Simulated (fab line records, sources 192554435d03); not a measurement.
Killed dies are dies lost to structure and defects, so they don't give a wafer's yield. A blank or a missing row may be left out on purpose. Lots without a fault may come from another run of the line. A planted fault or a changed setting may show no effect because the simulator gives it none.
Split-lot experiment | flow n5_finfet | 7 lots, 39 wafers read, on a route of 1938 steps

THE SPLIT
At N5_BEOL_M0_SAQP_PECVD_96 (deposits a-Si from SiH4/He, target thk 45 nm, time 45.2 s), the setting time_s was moved away from the recipe's 45.2 s on 9 of the 39 wafers read, by -53.8% to +49.3%. The other wafers ran this setting at the recipe's value.

FROM THE SPLIT TO THE READING: what the file shows between them, 4 steps
- N5_BEOL_M0_SAQP_PECVD_97: deposits SiNx from SiH4/NH3/N2, target thk 23 nm, time 19.9 s
- N5_BEOL_M0_SAQP_PECVD_04: deposits a-Si from SiH4/He, target thk 60 nm, time 60.2 s
- N5_BEOL_M0_SAQP_ETCH_101: etches SiNx in CH3F/O2, target depth 29.9 nm, time 42.7 s
- N5_BEOL_M0_SAQP_ETCH_102: etches SiO2 in CF4, target depth 4 nm, time 4.4 s

THE READING
oes_product_au, in a.u., at N5_BEOL_M0_SAQP_MANDREL_ETCH_103 (etches a-Si in HBr/Cl2, stops on SiCN, target depth 45 nm, bt time 10 s, time 27 s). Fault-free wafers of this fab line usually give 0.683 a.u., standard deviation 0.011 a.u..

wafer  | tool, chamber at the split | time_s as run, s | against the recipe | oes_product_au, a.u. | against lot-mates on the recipe
L076.1 | pecvd-04, 0                | 45.2             | recipe             | 0.663                | -
L076.2 | pecvd-04, 1,2              | 45.2             | recipe             | 0.680                | -
L076.3 | pecvd-04, 2                | 45.2             | recipe             | 0.672                | -
L076.4 | pecvd-04, 1                | 45.2             | recipe             | 0.670                | -
L076.5 | pecvd-04, 0                | 45.2             | recipe             | 0.678                | -
L076.6 | pecvd-04, 1,2              | 45.2             | recipe             | 0.667                | -
L078.1 | pecvd-04, 0,1              | 45.2             | recipe             | 0.688                | -
L078.2 | pecvd-04, 1                | 20.86            | -53.8%             | 0.461                | -0.211
L078.3 | pecvd-04, 2                | 45.2             | recipe             | 0.661                | -
L078.4 | pecvd-04, 2                | 20.86            | -53.8%             | 0.459                | -0.213
L078.5 | pecvd-04, 0,1              | 45.2             | recipe             | 0.666                | -
L078.6 | pecvd-04, 0                | 20.86            | -53.8%             | 0.465                | -0.207
L082.1 | pecvd-02, 0                | 45.2             | recipe             | 0.695                | -
L082.2 | pecvd-02, 2                | 45.2             | recipe             | 0.684                | -
L082.3 | pecvd-02, 2                | 45.2             | recipe             | 0.682                | -
L082.4 | pecvd-02, 0                | 45.2             | recipe             | 0.691                | -
L082.5 | pecvd-02, 2                | 45.2             | recipe             | 0.694                | -
L082.6 | pecvd-02, 0                | 45.2             | recipe             | 0.685                | -
L085.4 | pecvd-02, 0                | 45.2             | recipe             | 0.695                | -
L085.5 | pecvd-02, 2                | 45.2             | recipe             | 0.693                | -
L085.6 | pecvd-02, 1                | 45.2             | recipe             | 0.695                | -
L087.1 | pecvd-02, 2                | 45.2             | recipe             | 0.691                | -
L087.2 | pecvd-02, 1                | 45.2             | recipe             | 0.675                | -
L087.3 | pecvd-02, 0                | 45.2             | recipe             | 0.670                | -
L087.4 | pecvd-02, 2,0              | 45.2             | recipe             | 0.695                | -
L087.5 | pecvd-02, 1                | 45.2             | recipe             | 0.699                | -
L087.6 | pecvd-02, 2,0              | 45.2             | recipe             | 0.686                | -
L093.1 | pecvd-01, 0,1              | 45.2             | recipe             | 0.696                | -
L093.2 | pecvd-01, 0,1              | 45.2             | recipe             | 0.678                | -
L093.3 | pecvd-01, 1                | 45.2             | recipe             | 0.701                | -
L093.4 | pecvd-01, 0                | 67.48            | +49.3%             | 0.878                | +0.186
L093.5 | pecvd-01, 1                | 67.48            | +49.3%             | 0.902                | +0.210
L093.6 | pecvd-01, 0                | 67.48            | +49.3%             | 0.874                | +0.182
L095.1 | pecvd-01, 1                | 45.2             | recipe             | 0.673                | -
L095.2 | pecvd-01, 2                | 45.2             | recipe             | 0.691                | -
L095.3 | pecvd-01, 0                | 54.62            | +20.8%             | 0.744                | +0.064
L095.4 | pecvd-01, 2                | 54.62            | +20.8%             | 0.777                | +0.097
L095.5 | pecvd-01, 1                | 45.2             | recipe             | 0.676                | -
L095.6 | pecvd-01, 0                | 54.62            | +20.8%             | 0.779                | +0.099
Where a row lists several chambers, the file gives one row for several wafers and doesn't say which wafer went through which chamber.

THE FIT
A straight line over all 39 wafers: oes_product_au changes by +0.0041 a.u. for each +1% of time_s; r = +0.99; the points scatter about the line by 0.012 a.u..
The same after taking each lot's own level away (the mean of its wafers on the recipe; 39 wafers): +0.00392 a.u. for each +1%; r = +0.99; scatter 0.0093 a.u..
On that fit, the largest move of time_s shifts the reading by 0.21 a.u..
The lots' own levels span 0.6717 to 0.6943 a.u., that is 2.1 times the standard deviation above.
So the lot-to-lot level changes the slope little: the two slopes agree.
Check: with one of the wafers moved furthest among these (-53.8%) left out of the fit, the line predicts -0.211 a.u. for it against its lot-mates. It came out at -0.211 a.u. against them.

OTHER SPLITS ON THESE WAFERS
These wafers also went through other splits before the reading. Each is held against what the fit with the lots' levels taken away leaves over:
other split on the same wafers           | wafers away from the commonest value | r with oes_product_au (lot level and that fit taken away)
N5_PMOS_HMC_CHANNEL_EPI_DESCUM_14 time_s | 12                                   | -0.15
N5_FIN_SAQP_PECVD_06 time_s              | 12                                   | -0.03
N5_SD_EPI_P_EPI_21 epi_growth_time_s     | 12                                   | -0.25

THE WHOLE CHAIN: every reading that the file lists as answering this split, in the file's order
step                             | what it does                                                                       | reading                                                                               | change (the file's fit)                   | r (the file's)
N5_BEOL_M0_SAQP_PECVD_96         | deposits a-Si from SiH4/He, target thk 45 nm, time 45.2 s                          | a-Si_of_BEOL_M0_SAQP_PECVD_96.thk_nm (the simulator's own value, which no gauge read) | +0.456 nm for each +1% of the setting     | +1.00
N5_BEOL_M0_SAQP_MANDREL_ETCH_103 | etches a-Si in HBr/Cl2, stops on SiCN, target depth 45 nm, bt time 10 s, time 27 s | oes_product_au                                                                        | +0.00393 a.u. for each +1% of the setting | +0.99
N5_BEOL_M0_SAQP_MANDREL_ETCH_103 | etches a-Si in HBr/Cl2, stops on SiCN, target depth 45 nm, bt time 10 s, time 27 s | etch.depth_nm (the simulator's own value, which no gauge read)                        | +0.456 nm for each +1% of the setting     | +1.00

THE FILE'S OWN FIT
oes_product_au changes by +0.00393 a.u. for each +1% of time_s, r = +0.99.
